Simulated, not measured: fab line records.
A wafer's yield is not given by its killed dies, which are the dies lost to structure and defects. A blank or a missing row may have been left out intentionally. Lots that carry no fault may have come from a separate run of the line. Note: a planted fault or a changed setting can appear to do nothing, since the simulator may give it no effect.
Struck lot and sound lot, side by side | flow nand-harc | 12 steps out of a route of 1159
Sound: these wafers, L562.1, L562.2, L562.4. Wafers L550.1, L550.3, L550.4 were the ones struck. The cause is named last.
Per side, at each step with rows, come the tool, then ch with its chambers, and then its first start. Under that, the readings that differ: sound wafers | struck wafers | difference of the means | sigmas: that difference in standard deviations of wafers without a fault.
alike: readings whose means differ by less than 2 such deviations, and words and numbers that are the same on both sides. not compared: withheld readings, readings that some wafer has no value for, bounds like >300 that may hide the same value, and numbers for which the record gives no deviation and whose values overlap.
A row with sigmas, a row that says differs or no value, or rows on one side alone: a step with any of these is where the two part. When numbers do not overlap yet have no deviation, they are printed without sigmas and do not part them. Lack of a reading on every wafer of one side parts them only where that side has two or more wafers.

NHARC_A_SLIT_CD_MEAS_21:
  sound on cd-sem-03 at day 18 12:07; struck on cd-sem-03 at day 15 16:31
  alike: cd-nm
then, 3 steps without rows for these wafers: NHARC_A_SIN_REMOVE_WET_00 (chemistry H3PO4, time 15300 s); NHARC_A_SIN_REMOVE_PRECLEAN_01 (cleans in SC1); NHARC_A_SIN_REMOVE_SRD_02.
NHARC_A_SIN_REMOVE_INSPECT_04:
  sound on defect-inspect-01 at day 18 18:46; struck on defect-inspect-01 at day 16 01:45
  alike: raw-defect-count
then, 1 step without rows for these wafers: NHARC_A_WL_FILL_ALD_00 (deposits Al2O3, target thk 3 nm, pulse time 3 s, ald cycles 30).
NHARC_A_WL_FILL_RTA_01: time 5 s.
  sound on rtp-anneal-01 ch 0, day 18 19:15; struck on rtp-anneal-01 ch 0, day 16 02:04
  alike: lamp-power-pct, wafer_temp_C_max
NHARC_A_WL_FILL_ALD_02: deposits TiN, target thk 2 nm, pulse time 3 s, ald cycles 100.
  sound on ald-metal-01 ch 1,2,3, day 18 19:30; struck on ald-metal-01 ch 0,2,3, day 16 02:17
  alike: heater-power-w, precursor-pulse-height-rel
NHARC_A_WL_FILL_CVD_03: deposits W, target thk 40 nm, time 3302 s.
  sound on cvd-w-02 ch 0,1, day 18 19:54; struck on cvd-w-01 ch 0,1, day 16 03:11
  alike: chamber-pressure-Torr, heater-power-w, throttle-valve-pct
NHARC_A_WL_FILL_ETCHBACK_04: etches the open film in NF3, target depth 60 nm, time 120 s.
  sound on rie-metal-01 ch 0,1, day 18 23:15; struck on rie-metal-03 ch 0,1, day 16 06:05
  alike: chamber-pressure-mTorr, drypump-motor-current-A, oes-product-au
  not compared: rf-hours-counter-h
NHARC_A_WL_FILL_ETCHBACK_05: etches the open film in Cl2/BCl3, target depth 22 nm, time 60 s.
  sound on rie-metal-01 ch 0,1, day 18 23:29; struck on rie-metal-03 ch 0,1, day 16 06:18
  no value came back on the struck wafers for chamber-pressure-mTorr (mTorr), drypump-motor-current-A (A), oes-product-au (a.u.); on the sound wafers chamber-pressure-mTorr (mTorr) reads 9.995 9.991 9.997
  not compared: rf-hours-counter-h
NHARC_A_WL_FILL_STRIP_27: strips in N2/H2, time 20 s.
  sound on plasma-asher-02 ch 0,1, day 18 23:38; struck on plasma-asher-01 ch 0,1, day 16 06:34
  alike: drypump-motor-current-A, heater-power-w
  not compared: rf-hours-counter-h

== WHERE THEY PART ==
Only at NHARC_A_WL_FILL_ETCHBACK_05, within this record. Later steps at which nothing parts them and some readings are alike: NHARC_A_WL_FILL_STRIP_27.

WHY: what had been put in by the simulator
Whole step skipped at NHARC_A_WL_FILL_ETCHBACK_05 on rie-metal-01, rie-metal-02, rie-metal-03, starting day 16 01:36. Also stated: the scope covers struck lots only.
